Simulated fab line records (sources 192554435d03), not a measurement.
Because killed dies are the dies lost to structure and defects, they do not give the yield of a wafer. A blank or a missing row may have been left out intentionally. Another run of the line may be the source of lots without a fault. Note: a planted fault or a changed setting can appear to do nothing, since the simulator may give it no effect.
A single fault, viewed from 2 desks :: flow n5Finfet :: each desk has only its own numbers; what lay behind them comes last

== THE METROLOGY DESK ==
Lot by lot, what the gauges showed, no matter which tool ran the lot: averages of those sampled wafers that carry a number. A lot is out of limits, marked OUT, if its mean lies more than 4 standard deviations from the usual mean; the brackets give that distance. Of its 10 readings 7 are shown: those that lie furthest out on some lot.
Columns: A = DIBL_N at N5_BEOL_M4_RC_MEAS_101, usual 36.3 mV/V; B = DIBL_P at N5_BEOL_M4_RC_MEAS_101, usual 36.1 mV/V; C = IOFF_P at N5_BEOL_M4_RC_MEAS_101, usual 0.209 nA/um; D = ION_P at N5_BEOL_M4_RC_MEAS_101, usual 462 uA/um; E = SS_N at N5_BEOL_M4_RC_MEAS_101, usual 71.5 mV/dec; F = SS_P at N5_BEOL_M4_RC_MEAS_101, usual 73.2 mV/dec; G = VT_P at N5_BEOL_M4_RC_MEAS_101, usual -249.9 mV
lot: L424
first seen here: day 8 12:03
A: 37.1
B: 35.3
C: 0.218
D: 463
E: 71.3
F: 73.2
G: -248.4

lot: L430
first seen here: day 9 14:19
A: 37.2
B: 34.8
C: 0.209
D: 463
E: 71.6
F: 72.9
G: -249.6

lot: L435
first seen here: day 11 01:43
A: 37.6
B: 36.5
C: 0.217
D: 460
E: 72.1
F: 73.5
G: -249.7

lot: L434
first seen here: day 11 06:47
A: 36.4
B: 35.7
C: 0.241
D: 469
E: 71.2
F: 72.9
G: -244.3

lot: L437
first seen here: day 11 09:02
A: 34.9
B: 34.8
C: 0.192
D: 462
E: 71.6
F: 72.8
G: -251.6

lot: L439
first seen here: day 12 04:41
A: 36.8
B: 38.3
C: 0.219
D: 466
E: 71.8
F: 73.4
G: -250.9

lot: L441
first seen here: day 12 14:46
A: 35.9
B: 34.8
C: 0.204
D: 462
E: 71.3
F: 72.6
G: -248.5

lot: L445
first seen here: day 13 22:22
A: 36.0
B: 35.4
C: 0.199
D: 462
E: 71.8
F: 73.3
G: -247.7
This desk found nothing out of limits on any of the 8 lots.

== TOOL OWNER'S DESK, rieDiel-05 ==
The tool's own readings at N5_SD_EPI_N_ETCH_35 (etches SOC in N2/H2, overetch 108 nm, time 486 s): means of the sampled wafers that have a number, for each lot that ran on this tool. A lot is out of limits, marked OUT, if its mean lies more than 4 standard deviations from the usual mean; the brackets give that distance.
Columns: A = biasW at N5_SD_EPI_N_ETCH_35, usual 133.0 W; B = drypumpMotorCurrentA at N5_SD_EPI_N_ETCH_35, usual 6.0 A; C = oesProductAu at N5_SD_EPI_N_ETCH_35, usual 0.70 a.u.; D = rfFwdPowerW at N5_SD_EPI_N_ETCH_35, usual 2995 W; E = rfVppV at N5_SD_EPI_N_ETCH_35, usual 240.8 V; F = showerheadPlenumPTorr at N5_SD_EPI_N_ETCH_35, usual 2.55 Torr; G = throttleValvePct at N5_SD_EPI_N_ETCH_35, usual 23.63 %
lot: L430
first seen here: day 5 01:22
A: 132.8
B: 5.8
C: 0.71
D: 2994
E: 242.1
F: 2.59
G: 23.49

lot: L435
first seen here: day 6 11:02
A: 133.0
B: 6.4
C: 0.65
D: 2988
E: 241.2
F: 2.59
G: 23.64

lot: L437
first seen here: day 6 23:56
A: 132.9
B: 6.2
C: 0.68
D: 2997
E: 241.9
F: 2.61
G: 23.61

lot: L439
first seen here: day 7 08:44
A: 133.6
B: 6.2
C: 0.69
D: 3223 (+26) OUT
E: 235.0 (-4.4) OUT
F: 2.54
G: 23.52
Finding of this desk: L439 out of limits; the first was L439 at day 7 08:44, on rfFwdPowerW at N5_SD_EPI_N_ETCH_35. Within limits: L430, L435, L437.

== TAKEN TOGETHER ==
At day 7 08:44, on L439, the tool owner's desk was in a position to raise an alarm.
Metrology desk: nothing out of limits seen.
The metrology desk holds a record of L439, inside its limits.
N5_SD_EPI_N_ETCH_35 was run on rieDiel-05 by each of the lots named.

== WHAT THE SIMULATOR PUT IN ==
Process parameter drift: rieDiel-05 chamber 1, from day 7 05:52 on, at N5_SD_EPI_N_ETCH_35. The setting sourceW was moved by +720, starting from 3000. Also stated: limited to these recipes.
Struck lots among those shown: L439.
Each desk's first reading out of limits, in hours after the fault started: the tool owner's desk, 3.
